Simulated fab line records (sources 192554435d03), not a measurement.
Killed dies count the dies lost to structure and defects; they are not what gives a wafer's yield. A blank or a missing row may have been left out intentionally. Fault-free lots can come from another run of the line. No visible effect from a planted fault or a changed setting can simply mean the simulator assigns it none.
fab line records	flow n5-finfet
[record] lots = 7	wafers = 21
route steps=1938 shown BEOL_M9@1405 BEOL_M10@1470 BEOL_M11@1536 BEOL_M12@1602
start-h: the number of hours between the record's first day and the start of the first shown wafer of the lot	wait-h: hours from the lot's prior step to this one	" the same as in the row above	L1.1+2: a row that stands for several wafers	- no value, or no start given	* or withheld: withheld	< > ~ a bound
route shown NAME@n: names a module that has steps shown in the file, with the first one's number in the route	usual: mean and standard deviation over wafers with no fault	same: alike in all rows	chamber/n: place in a boat	sites: each site's reading	_std_site: standard deviation across them	_edge_site: inner sites' mean taken away from outer sites' mean	radius-mm: how far each site lies from the wafer's centre	mask NAME#n: copy n	behind: the most recent tool/chamber to have shaped the wafer	hold: reason for holding the lot/hours on hold/outcome of the hold	device: names the non-switching transistor (n, p or np)	end of line: tests run on the same wafers once the route is complete	where a step has no rows: the recipe by itself	killed: the dies lost at the first sort to structure and to defects; this is not the yield of the wafer	map: a wafer's dies, marking killed ones x, the rest . and places with no die _
set.NAME: the setting as run; set.NAME@STEP: as run at that earlier step	model.NAME: the simulator's own value behind a step, which no gauge read
lots where settings were altered on purpose, with a table for each step and a row for each wafer
[[steps]]
[step N5_BEOL_M9_HM_DEP_02]
[recipe] material = TiN	target-thk-a = 200	temp-c = 25	chamber-pressure-pa = 0.49996
lot.wafer	tool	chamber	start-h	wait-h	set.target-thk-a	model.TiN_of_BEOL_M9_HM_DEP_02.thk-nm
L076.1	pvd-sputter-01	-	229.86	0.7	200	20.2
L076.2+4	"	-	"	"	200	20
L079.2	pvd-sputter-03	-	247.39	2.0	200	20.2
L079.5	"	-	"	"	181.4	18.4
L079.6	"	-	"	"	181.4	18
L080.1	pvd-sputter-03	-	247.85	1.7	200	20
L080.4+6	"	-	"	"	200	20.2
L092.4	pvd-sputter-01	-	310.91	0.9	189.3	19
L092.5	"	-	"	"	200	20.4
L092.6	"	-	"	"	189.3	18.8
L093.2	pvd-sputter-01	-	329.69	0.6	175.9	17.8
L093.3	"	-	"	"	175.9	18
L093.4	"	-	"	"	200	20.4
L094.4+6	pvd-sputter-02	-	344.32	0.3	200	20.4
L094.5	"	-	"	"	200	20.2
L096.1+2	pvd-sputter-01	-	351.90	1.6	183.2	18.6
L096.4	"	-	"	"	200	20
[step N5_BEOL_M9_COAT_59]
[recipe] resist = SOC	temp-c = 250	time-s = 60	spin-rpm = 1500	resist-thk-nm = 100
[step N5_BEOL_M9_COAT_60]
[recipe] resist = SiARC	temp-c = 220	time-s = 60	spin-rpm = 1500	resist-thk-nm = 30
[step N5_BEOL_M9_STRIP_68]
[recipe] chemistry = N2/H2	temp-c = 40	n2-flow-sccm = 200	h2-flow-sccm = 200	rf-frequency-hz = 6e+07
[step N5_BEOL_M9_STRIP_67]
[recipe] chemistry = CF4	resist = SiARC	power-w = 300	bias-power-w = 75	pressure-mtorr = 50	cf4-flow-sccm = 150	rf-frequency-hz = 6e+07
[step N5_BEOL_M9_HM_OPEN_17]
[recipe] chemistry = Cl2/BCl3	target-depth-a = 200	overetch-a = 60	target = TiN	mask-material = SOC	ion-energy-ev = 150	pressure-mtorr = 10	icp-w = 1000	bias-w = 126	Cl2_flow_sccm = 53.25	bcl3-flow-sccm = 21.75	Ar_flow_sccm = 25
lot.wafer	tool	chamber	start-h	wait-h	set.target-thk-a@BEOL_M9_HM_DEP_02	model.etch.depth-nm
L076.1	rie-metal-03	1	231.26	0.0	200	20.24
L076.2	"	0	"	"	200	20.02
L076.4	"	0	"	"	200	19.92
L079.2	rie-metal-01	1	248.25	0.0	200	20.12
L079.5	"	0	"	"	181.4	18.31
L079.6	"	1	"	"	181.4	17.99
L080.1	rie-metal-03	0	248.70	0.0	200	19.95
L080.4	"	1	"	"	200	20.2
L080.6	"	0	"	"	200	20.23
L092.4	rie-metal-02	0	311.80	0.1	189.3	18.95
L092.5	"	0	"	"	200	20.44
L092.6	"	1	"	"	189.3	18.88
L093.2	rie-metal-03	1	330.76	0.0	175.9	17.85
L093.3	"	1	"	"	175.9	17.9
L093.4	"	0	"	"	200	20.31
L094.4	rie-metal-03	1	345.36	0.1	200	20.45
L094.5	"	0	"	"	200	20.15
L094.6	"	1	"	"	200	20.48
L096.1	rie-metal-03	1	352.76	0.0	183.2	18.56
L096.2	"	0	"	"	183.2	18.5
L096.4	"	0	"	"	200	20.03
[step N5_BEOL_M10_ILD_DEP_00]
[recipe] material = SiCOH_lowk	target-thk-a = 3085.1	temp-c = 300	precursor = DEMS/porogen	pressure-torr = 5	rf-w = 500	time-s = 58
lot.wafer	tool	chamber	start-h	wait-h	set.time-s	model.SiCOH_lowk_of_BEOL_M10_ILD_DEP_00.thk-nm
L076.1	pecvd-04	0	235.34	0.0	50.56	271.2
L076.2	"	2	"	"	50.56	271.8
L076.4	"	1	"	"	58	308.6
L079.2	pecvd-02	2	252.62	0.0	58	306.8
L079.5	"	1	"	"	58	312
L079.6	"	0	"	"	58	309.8
L080.1	pecvd-04	1	255.88	0.0	65.65	346.8
L080.4	"	2	"	"	58	317.4
L080.6	"	0	"	"	58	314.6
L092.4	pecvd-04	1	316.16	0.1	50.9	273.8
L092.5	"	2	"	"	58	310.4
L092.6	"	0	"	"	58	311.2
L093.2+3	pecvd-03	1,2	334.67	0.0	58	308
L093.4	"	1	"	"	58	310.6
L094.4	pecvd-02	1	349.13	0.1	58	313
L094.5	"	2	"	"	58	310.6
L094.6	"	0	"	"	58	312.6
L096.1	pecvd-03	2	358.14	0.0	58	306
L096.2	"	0	"	"	58	306.4
L096.4	"	2	"	"	58	312.4
[step N5_BEOL_M10_CURE_71]
[recipe] temp-c = 385	time-s = 240	ambient = He/Ar	material = SiCOH_lowk
lot.wafer	tool	chamber	start-h	wait-h	set.time-s@BEOL_M10_ILD_DEP_00	model.SiCOH_lowk_of_BEOL_M10_ILD_DEP_00.thk-nm
L076.1	uv-cure-03	2	235.41	0.0	50.56	235.2
L076.2	"	2	"	"	50.56	235.6
L076.4	"	2	"	"	58	268.2
L079.2	uv-cure-03	1	252.77	0.1	58	266.6
L079.5	"	1	"	"	58	271.2
L079.6	"	1	"	"	58	269
L080.1	uv-cure-01	0	256.06	0.2	65.65	302
L080.4	"	0	"	"	58	276
L080.6	"	0	"	"	58	273.4
L092.4	uv-cure-03	1	316.69	0.5	50.9	237.4
L092.5	"	1	"	"	58	269.6
L092.6	"	1	"	"	58	270.4
L093.2+3	uv-cure-01	1	334.83	0.1	58	267.6
L093.4	"	1	"	"	58	269.8
L094.4	uv-cure-03	2	349.42	0.3	58	272
L094.5	"	2	"	"	58	269.8
L094.6	"	2	"	"	58	271.6
L096.1	uv-cure-02	0	358.22	0.0	58	265.8
L096.2	"	0	"	"	58	266
L096.4	"	0	"	"	58	271.4
[step N5_BEOL_M10_THK_MEAS_01]
[recipe] reads = SiCOH_lowk_of_BEOL_M10_ILD_DEP_00
[usual] M10_ILD_THK = 268/3.4
lot.wafer	tool	chamber	start-h	wait-h	set.time-s@BEOL_M10_ILD_DEP_00	M10_ILD_THK[nm]
L076.1	film-metro-01	-	235.93	0.4	50.56	235
L076.2	"	-	"	"	50.56	236
L076.4	"	-	"	"	58	268
L079.2	film-metro-01	-	253.21	0.4	58	267
L079.5	"	-	"	"	58	271
L079.6	"	-	"	"	58	269
L080.1	film-metro-02	-	256.57	0.4	65.65	302
L080.4	"	-	"	"	58	276
L080.6	"	-	"	"	58	274
L092.4	film-metro-02	-	317.21	0.4	50.9	237
L092.5	"	-	"	"	58	270
L092.6	"	-	"	"	58	270
L093.2	film-metro-01	-	335.26	0.4	58	267
L093.3	"	-	"	"	58	268
L093.4	"	-	"	"	58	270
L094.4	film-metro-01	-	349.70	0.2	58	272
L094.5	"	-	"	"	58	270
L094.6	"	-	"	"	58	272
L096.1	film-metro-01	-	358.73	0.4	58	266
L096.2	"	-	"	"	58	266
L096.4	"	-	"	"	58	271
[step N5_BEOL_M10_COAT_05]
[recipe] resist = CAR-ArF	spin-rpm = 1500	resist-thk-nm = 90
lot.wafer	tool	chamber	start-h	wait-h	set.spin-rpm	model.CAR-ArF_of_BEOL_M10_COAT_05.thk-nm
L076.1+2+4	litho-track-01	0	-	-	1500	90.2
L079.2	litho-track-02	0	-	-	1500	90
L079.5+6	"	0	"	"	1500	90.2
L080.1	litho-track-04	0	-	-	1605	87.2
L080.4	"	0	"	"	1605	87
L080.6	"	0	"	"	1500	90
L092.4	litho-track-04	0	-	-	1500	89.6
L092.5	"	0	"	"	1500	90
L092.6	"	0	"	"	1397	93.2
L093.2+3	litho-track-01	0	-	-	1441	92
L093.4	"	0	"	"	1500	90.4
L094.4+5+6	litho-track-04	0	-	-	1500	89.6
L096.1	litho-track-04	0	-	-	1500	90
L096.2	"	0	"	"	1500	89.6
L096.4	"	0	"	"	1646	86
[step N5_BEOL_M10_EBR_07]
[recipe] solvent = PGMEA	ebr-width-mm = 1.5
[step N5_BEOL_M10_SOFTBAKE_06]
[recipe] temp-c = 110	time-s = 60	resist = CAR-ArF
[step N5_BEOL_M10_DESCUM_16]
[recipe] chemistry = O2	time-s = 7.9	source-power-w = 50	bias-power-w = 20	pressure-mtorr = 20	rf-frequency-hz = 2.712e+07	temp-c = 40	resist = CAR-ArF	o2-flow-sccm = 225
[step N5_BEOL_M10_ETCH_61]
[recipe] chemistry = CF4	target = SiARC	target-depth-a = 390	mask-material = CAR-ArF	time-s = 65	ion-energy-ev = 80	pressure-mtorr = 40	source-w = 545	bias-w = 36	Ar_flow_sccm = 100	cf4-flow-sccm = 100	ends = cleared
lot.wafer	tool	chamber	start-h	wait-h	set.spin-rpm@BEOL_M10_COAT_05	model.CAR-ArF_of_BEOL_M10_COAT_05.thk-nm
L076.1+2	rie-diel-06	2,0	238.26	0.0	1500	55.8
L076.4	"	1	"	"	1500	56
L079.2+6	rie-diel-01	1,3	255.06	0.0	1500	55.6
L079.5	"	1	"	"	1500	55.8
L080.1	rie-diel-01	0	258.44	0.0	1605	52.6
L080.4	"	3	"	"	1605	52.4
L080.6	"	1	"	"	1500	55.4
L092.4	rie-diel-02	2	320.01	0.0	1500	55
L092.5	"	2	"	"	1500	55.4
L092.6	"	1	"	"	1397	58.6
L093.2+3	rie-diel-02	1,3	337.11	0.0	1441	57.6
L093.4	"	0	"	"	1500	55.8
L094.4+5+6	rie-diel-02	1,2,0	352.35	0.0	1500	55
L096.1	rie-diel-01	1	361.27	0.0	1500	55.4
L096.2	"	2	"	"	1500	55.2
L096.4	"	3	"	"	1646	51.4
[step N5_BEOL_M11_ILD_DEP_00]
[recipe] material = SiCOH_lowk	target-thk-a = 3085.1	temp-c = 300	precursor = DEMS/porogen	pressure-torr = 5	rf-w = 500	time-s = 58
lot.wafer	tool	chamber	start-h	wait-h	set.time-s	model.SiCOH_lowk_of_BEOL_M11_ILD_DEP_00.thk-nm
L076.1	pecvd-01	2	244.97	0.0	49.59	258.8
L076.2	"	0	"	"	58	303.2
L076.4	"	2	"	"	58	306.2
L079.2	pecvd-01	1	261.36	0.0	58	305.6
L079.5	"	2	"	"	51.32	274.6
L079.6	"	1	"	"	58	311.6
L080.1	pecvd-01	2	264.26	0.0	58	301.8
L080.4	"	0	"	"	64.14	339.2
L080.6	"	2	"	"	58	308.4
L092.4	pecvd-03	0	326.00	0.1	51.03	272.6
L092.5	"	2	"	"	58	307.6
L092.6	"	1	"	"	51.03	270.8
L093.2	pecvd-02	2	341.65	0.0	58	307.4
L093.3	"	0	"	"	58	306
L093.4	"	0	"	"	58	310
L094.4	pecvd-02	0	357.65	0.1	58	307.4
L094.5	"	1	"	"	58	309.6
L094.6	"	2	"	"	58	308.2
L096.1	pecvd-03	1	365.93	0.0	58	300.8
L096.2	"	0	"	"	58	299.6
L096.4	"	2	"	"	58	304.6
[step N5_BEOL_M11_CURE_71]
[recipe] temp-c = 385	time-s = 240	ambient = He/Ar	material = SiCOH_lowk
lot.wafer	tool	chamber	start-h	wait-h	set.time-s@BEOL_M11_ILD_DEP_00	model.SiCOH_lowk_of_BEOL_M11_ILD_DEP_00.thk-nm
L076.1	uv-cure-01	2	245.05	0.0	49.59	224.2
L076.2	"	2	"	"	58	263.4
L076.4	"	2	"	"	58	266
L079.2	uv-cure-01	1	261.52	0.1	58	265.4
L079.5	"	1	"	"	51.32	238.2
L079.6	"	1	"	"	58	270.6
L080.1	uv-cure-03	1	264.34	0.0	58	262
L080.4	"	1	"	"	64.14	295
L080.6	"	1	"	"	58	267.8
L092.4	uv-cure-01	0	326.29	0.3	51.03	236.2
L092.5	"	0	"	"	58	267.2
L092.6	"	0	"	"	51.03	234.8
L093.2	uv-cure-03	0	341.81	0.1	58	267
L093.3	"	0	"	"	58	265.8
L093.4	"	0	"	"	58	269.2
L094.4	uv-cure-03	1	357.94	0.3	58	267
L094.5	"	1	"	"	58	269
L094.6	"	1	"	"	58	267.6
L096.1	uv-cure-02	2	366.00	0.0	58	261.2
L096.2	"	2	"	"	58	260
L096.4	"	2	"	"	58	264.6
[step N5_BEOL_M11_THK_MEAS_01]
[recipe] reads = SiCOH_lowk_of_BEOL_M11_ILD_DEP_00
[usual] M11_ILD_THK = 267/3.7
lot.wafer	tool	chamber	start-h	wait-h	set.time-s@BEOL_M11_ILD_DEP_00	M11_ILD_THK[nm]
L076.1	film-metro-01	-	245.56	0.4	49.59	224
L076.2	"	-	"	"	58	263
L076.4	"	-	"	"	58	266
L079.2	film-metro-02	-	261.95	0.4	58	266
L079.5	"	-	"	"	51.32	238
L079.6	"	-	"	"	58	270
L080.1	film-metro-02	-	264.85	0.4	58	262
L080.4	"	-	"	"	64.14	295
L080.6	"	-	"	"	58	268
L092.4	film-metro-02	-	326.57	0.2	51.03	236
L092.5	"	-	"	"	58	267
L092.6	"	-	"	"	51.03	235
L093.2	film-metro-02	-	342.24	0.4	58	267
L093.3	"	-	"	"	58	266
L093.4	"	-	"	"	58	269
L094.4	film-metro-01	-	358.22	0.2	58	266
L094.5	"	-	"	"	58	269
L094.6	"	-	"	"	58	268
L096.1	film-metro-01	-	366.52	0.4	58	261
L096.2	"	-	"	"	58	260
L096.4	"	-	"	"	58	264
[step N5_BEOL_M12_ILD_DEP_00]
[recipe] material = SiOC	target-thk-a = 6589.2	temp-c = 350	precursor = DEMS/O2	pressure-torr = 5	rf-w = 500	time-s = 130.7
lot.wafer	tool	chamber	start-h	wait-h	set.time-s	model.SiOC_of_BEOL_M12_ILD_DEP_00.thk-nm
L076.1	pecvd-01	1	252.73	0.0	130.7	646.6
L076.2	"	0	"	"	137.5	688
L076.4	"	0	"	"	130.7	667
L079.2	pecvd-04	0	274.97	0.0	130.7	664.2
L079.5	"	0	"	"	114.5	589.4
L079.6	"	2	"	"	130.7	666
L080.1	pecvd-03	0	275.39	0.0	136.5	683.8
L080.4	"	1	"	"	136.5	692
L080.6	"	2	"	"	136.5	694
L092.4	pecvd-01	1	331.69	0.1	130.7	667.8
L092.5	"	0	"	"	119.1	605.6
L092.6	"	2	"	"	130.7	665.6
L093.2	pecvd-01	1	349.38	0.1	130.7	649.4
L093.3	"	0	"	"	121.7	612.8
L093.4	"	1	"	"	121.7	616.6
L094.4	pecvd-04	2	365.41	0.1	130.7	661.6
L094.5	"	0	"	"	130.7	676.8
L094.6	"	1	"	"	130.7	661.2
L096.1	pecvd-04	1	376.78	0.0	120.8	598
L096.2	"	0	"	"	130.7	653
L096.4	"	1	"	"	120.8	610.2
[step N5_BEOL_M12_THK_MEAS_01]
[recipe] reads = SiOC_of_BEOL_M12_ILD_DEP_00
[usual] M12_ILD_THK = 658/8.1
lot.wafer	tool	chamber	start-h	wait-h	set.time-s@BEOL_M12_ILD_DEP_00	M12_ILD_THK[nm]
L076.1	film-metro-02	-	252.86	0.1	130.7	647
L076.2	"	-	"	"	137.5	688
L076.4	"	-	"	"	130.7	667
L079.2	film-metro-01	-	275.10	0.1	130.7	664
L079.5	"	-	"	"	114.5	590
L079.6	"	-	"	"	130.7	666
L080.1	film-metro-02	-	275.52	0.1	136.5	683
L080.4	"	-	"	"	136.5	692
L080.6	"	-	"	"	136.5	694
L092.4	film-metro-02	-	331.78	0.0	130.7	668
L092.5	"	-	"	"	119.1	606
L092.6	"	-	"	"	130.7	665
L093.2	film-metro-01	-	349.51	0.1	130.7	649
L093.3	"	-	"	"	121.7	613
L093.4	"	-	"	"	121.7	616
L094.4	film-metro-01	-	365.49	0.0	130.7	661
L094.5	"	-	"	"	130.7	677
L094.6	"	-	"	"	130.7	661
L096.1	film-metro-01	-	376.91	0.1	120.8	599
L096.2	"	-	"	"	130.7	653
L096.4	"	-	"	"	120.8	610
[step N5_BEOL_M12_COAT_58]
[recipe] resist = BARC	temp-c = 205	time-s = 60	spin-rpm = 1500	resist-thk-nm = 89
[step N5_BEOL_M12_COAT_04]
[recipe] spin-rpm = 1625	resist-thk-nm = 400
[step N5_BEOL_M12_DESCUM_15]
[recipe] chemistry = O2	time-s = 7.9	source-power-w = 50	bias-power-w = 20	pressure-mtorr = 20	rf-frequency-hz = 2.712e+07	temp-c = 40	o2-flow-sccm = 225
[step N5_BEOL_M12_ETCH_59]
[recipe] chemistry = N2/H2	target = BARC	target-depth-a = 890	overetch-a = 267	time-s = 67.9	ion-energy-ev = 200	pressure-mtorr = 30	source-w = 840	bias-w = 150	n2-flow-sccm = 200	h2-flow-sccm = 200
[step N5_BEOL_M12_VIA_ETCH_16]
[recipe] chemistry = C4F8/O2/Ar	target = SiOC	pressure-mtorr = 30	source-w = 3000	bias-w = 700	Ar_flow_sccm = 400	C4F8_flow_sccm = 15	O2_flow_sccm = 8	he-inner-torr = 15	he-outer-torr = 30	target-depth-a = 7248	time-s = withheld	ion-energy-ev = 250	ends = cleared
lot.wafer	tool	chamber	start-h	wait-h	set.time-s@BEOL_M12_ILD_DEP_00	model.etch.depth-nm	model.coat_of_BEOL_M12_COAT_04.thk-nm
L076.1	rie-diel-01	0	253.34	0.0	*	646.7	126.8
L076.2	"	2	"	"	*	688.1	118.2
L076.4	"	1	"	"	*	667	123.4
L079.2	rie-diel-01	1	275.68	0.0	*	664.2	124.2
L079.5	"	3	"	"	*	589.4	143.8
L079.6	"	0	"	"	*	666	123
L080.1	rie-diel-06	0	276.02	0.0	*	683.8	115.6
L080.4	"	2	"	"	*	692.1	115.2
L080.6	"	2	"	"	*	694.1	114.8
L092.4	rie-diel-02	2	332.25	0.0	*	667.9	121
L092.5	"	1	"	"	*	605.5	140.4
L092.6	"	2	"	"	*	665.5	122.4
L093.2	rie-diel-06	2	350.11	0.0	*	649.4	128
L093.3	"	3	"	"	*	612.7	136.6
L093.4	"	1	"	"	*	616.7	138
L094.4	rie-diel-02	1	366.09	0.0	*	661.6	123.4
L094.5	"	0	"	"	*	676.8	120.2
L094.6	"	3	"	"	*	661.1	125
L096.1	rie-diel-02	3	377.39	0.0	*	598	141.2
L096.2	"	0	"	"	*	652.9	125.4
L096.4	"	2	"	"	*	610.2	138
[step N5_BEOL_M12_STRIP_63]
[recipe] chemistry = N2/H2	power-w = 1000	temp-c = 250	h2-frac = 0.65	overash-fraction = 0.3	pressure-mtorr = 1000	n2-flow-sccm = 1750	h2-flow-sccm = 3250
[usual] strip-time-to-endpoint-s = 42.8/0.76
lot.wafer	tool	chamber	start-h	wait-h	set.time-s@BEOL_M12_ILD_DEP_00	strip-time-to-endpoint-s
L076.1	plasma-asher-01	1	253.54	-	130.7	43.5
L076.2	"	0	"	"	137.5	41.2
L076.4	"	1	"	"	130.7	42.6
L079.2	plasma-asher-02	0	275.88	-	130.7	42.8
L079.5	"	0	"	"	114.5	48.0
L079.6	"	1	"	"	130.7	42.5
L080.1	plasma-asher-01	1	276.22	-	136.5	40.5
L080.4	"	0	"	"	136.5	40.4
L080.6	"	1	"	"	136.5	40.3
L092.4	plasma-asher-02	1	332.47	-	130.7	41.9
L092.5	"	0	"	"	119.1	47.1
L092.6	"	1	"	"	130.7	42.4
L093.2	plasma-asher-01	0	350.31	-	130.7	43.8
L093.3	"	1	"	"	121.7	46.1
L093.4	"	0	"	"	121.7	46.5
L094.4	plasma-asher-01	1	366.32	-	130.7	42.6
L094.5	"	0	"	"	130.7	41.7
L094.6	"	1	"	"	130.7	43.0
L096.1	plasma-asher-01	0	377.59	-	120.8	47.4
L096.2	"	1	"	"	130.7	43.1
L096.4	"	1	"	"	120.8	46.5
[[key]]
[split] step = N5_BEOL_M9_HM_DEP_02	setting = target-thk-a	stated = 200	by = wafer
[response] step = N5_BEOL_M9_HM_DEP_02	reading = model.TiN_of_BEOL_M9_HM_DEP_02.thk-nm	change = +0.207	per = 1%	r = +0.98
[response] step = N5_BEOL_M9_HM_OPEN_17	reading = model.etch.depth-nm	change = +0.207	per = 1%	r = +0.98
[split] step = N5_BEOL_M10_ILD_DEP_00	setting = time-s	stated = 58	by = wafer
[response] step = N5_BEOL_M10_ILD_DEP_00	reading = model.SiCOH_lowk_of_BEOL_M10_ILD_DEP_00.thk-nm	change = +2.73	per = 1%	r = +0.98
[response] step = N5_BEOL_M10_CURE_71	reading = model.SiCOH_lowk_of_BEOL_M10_ILD_DEP_00.thk-nm	change = +2.42	per = 1%	r = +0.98
[response] step = N5_BEOL_M10_THK_MEAS_01	reading = M10_ILD_THK	change = +2.41	per = 1%	r = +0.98
[split] step = N5_BEOL_M10_COAT_05	setting = spin-rpm	stated = 1500	by = wafer
[response] step = N5_BEOL_M10_COAT_05	reading = model.CAR-ArF_of_BEOL_M10_COAT_05.thk-nm	change = -0.421	per = 1%	r = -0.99
[response] step = N5_BEOL_M10_ETCH_61	reading = model.CAR-ArF_of_BEOL_M10_COAT_05.thk-nm	change = -0.43	per = 1%	r = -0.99
[split] step = N5_BEOL_M11_ILD_DEP_00	setting = time-s	stated = 58	by = wafer
[response] step = N5_BEOL_M11_ILD_DEP_00	reading = model.SiCOH_lowk_of_BEOL_M11_ILD_DEP_00.thk-nm	change = +3.09	per = 1%	r = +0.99
[response] step = N5_BEOL_M11_CURE_71	reading = model.SiCOH_lowk_of_BEOL_M11_ILD_DEP_00.thk-nm	change = +2.72	per = 1%	r = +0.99
[response] step = N5_BEOL_M11_THK_MEAS_01	reading = M11_ILD_THK	change = +2.71	per = 1%	r = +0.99
[split] step = N5_BEOL_M12_ILD_DEP_00	setting = time-s	stated = 130.7	by = wafer
[response] step = N5_BEOL_M12_ILD_DEP_00	reading = model.SiOC_of_BEOL_M12_ILD_DEP_00.thk-nm	change = +6.18	per = 1%	r = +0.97
[response] step = N5_BEOL_M12_THK_MEAS_01	reading = M12_ILD_THK	change = +6.17	per = 1%	r = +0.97
[response] step = N5_BEOL_M12_VIA_ETCH_16	reading = model.etch.depth-nm	change = +6.19	per = 1%	r = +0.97
[response] step = N5_BEOL_M12_VIA_ETCH_16	reading = model.coat_of_BEOL_M12_COAT_04.thk-nm	change = -1.71	per = 1%	r = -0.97
[response] step = N5_BEOL_M12_STRIP_63	reading = strip-time-to-endpoint-s	change = *	per = 1%	r = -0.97
